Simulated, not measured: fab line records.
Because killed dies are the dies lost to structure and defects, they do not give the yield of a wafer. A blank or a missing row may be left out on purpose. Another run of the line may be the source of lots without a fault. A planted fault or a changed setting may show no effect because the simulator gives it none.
Matching of chambers + flow n5-finfet + N5_BEOL_M3_ETCHBACK_99 on rie-diel-01 has 4 sister chambers
The step etches SiO2 in CHF3, target depth 5 nm, time 10.4 s. 16 wafers are shown with their chamber, then 8 later ones without.

## WAFERS WITH THEIR CHAMBER
| wafer  | chamber | drypump-motor-current-A (A) | showerhead-plenum-p-Torr (Torr) | throttle-valve-pct (%) |
|--------|---------|-----------------------------|---------------------------------|------------------------|
| L080.1 | 2       | 5.6                         | 2.15                            | 16.90                  |
| L080.4 | 3       | 5.9                         | 2.25                            | 16.93                  |
| L080.5 | 3       | 5.9                         | 2.25                            | 16.92                  |
| L082.1 | 1       | 6.4                         | 2.12                            | 16.93                  |
| L082.2 | 0       | 5.4                         | 2.17                            | 17.31                  |
| L082.3 | 2       | 5.6                         | 2.15                            | 16.91                  |
| L084.1 | 0       | 5.3                         | 2.17                            | 17.31                  |
| L084.3 | 2       | 5.6                         | 2.15                            | 16.91                  |
| L084.6 | 1       | 6.4                         | 2.12                            | 16.96                  |
| L085.3 | 0       | 5.4                         | 2.17                            | 17.33                  |
| L085.4 | 2       | 5.6                         | 2.15                            | 16.92                  |
| L085.6 | 1       | 6.4                         | 2.11                            | 16.97                  |
| L086.1 | 3       | 5.9                         | 2.24                            | 16.95                  |
| L086.4 | 1       | 6.4                         | 2.12                            | 16.96                  |
| L086.5 | 1       | 6.4                         | 2.11                            | 16.95                  |
| L089.3 | 0       | 5.4                         | 2.17                            | 17.34                  |

SIGNATURES (means of the wafers above)
| reading                  | chamber 0 | chamber 1 | chamber 2 | chamber 3 | scatter within a chamber |
|--------------------------|-----------|-----------|-----------|-----------|--------------------------|
| drypump-motor-current-A  | 5.375     | 6.400     | 5.600     | 5.900     | 0.025                    |
| showerhead-plenum-p-Torr | 2.1700    | 2.1160    | 2.1500    | 2.2467    | 0.00394                  |
| throttle-valve-pct       | 17.3225   | 16.9540   | 16.9100   | 16.9333   | 0.0137                   |
Rule: a wafer lies at a distance from a chamber equal to the root of the sum of squares, over the readings, of (its reading less the chamber's mean, divided by the reading's scatter). If the next closest chamber is less than 2 further off than the closest, the wafer can't be placed; otherwise it belongs to the closest. How the scatter is found: for the shown wafers, subtract from each reading the mean of its chamber, square and add these, divide the total by (wafers less chambers), then take the root.

## WAFERS WITHOUT THEIR CHAMBER
| wafer  | drypump-motor-current-A (A) | showerhead-plenum-p-Torr (Torr) | throttle-valve-pct (%) |
|--------|-----------------------------|---------------------------------|------------------------|
| L089.4 | 5.6                         | 2.14                            | 16.96                  |
| L089.6 | 5.4                         | 2.17                            | 17.35                  |
| L093.1 | 5.4                         | 2.17                            | 17.35                  |
| L093.2 | 5.6                         | 2.14                            | 16.94                  |
| L093.5 | 5.9                         | 2.24                            | 16.96                  |
| L096.1 | 5.6                         | 2.14                            | 16.96                  |
| L096.2 | 6.5                         | 2.11                            | 16.99                  |
| L096.3 | 5.9                         | 2.24                            | 16.97                  |

## CHAMBER TAKEN BY EACH
| wafer  | from the rows above | in truth |
|--------|---------------------|----------|
| L089.4 | 2                   | 2        |
| L089.6 | 0                   | 0        |
| L093.1 | 0                   | 0        |
| L093.2 | 2                   | 2        |
| L093.5 | 3                   | 3        |
| L096.1 | 2                   | 2        |
| L096.2 | 1                   | 1        |
| L096.3 | 3                   | 3        |
Correctly placed: 8 of 8. Can't be placed from these rows: 0. Wrongly placed: 0.
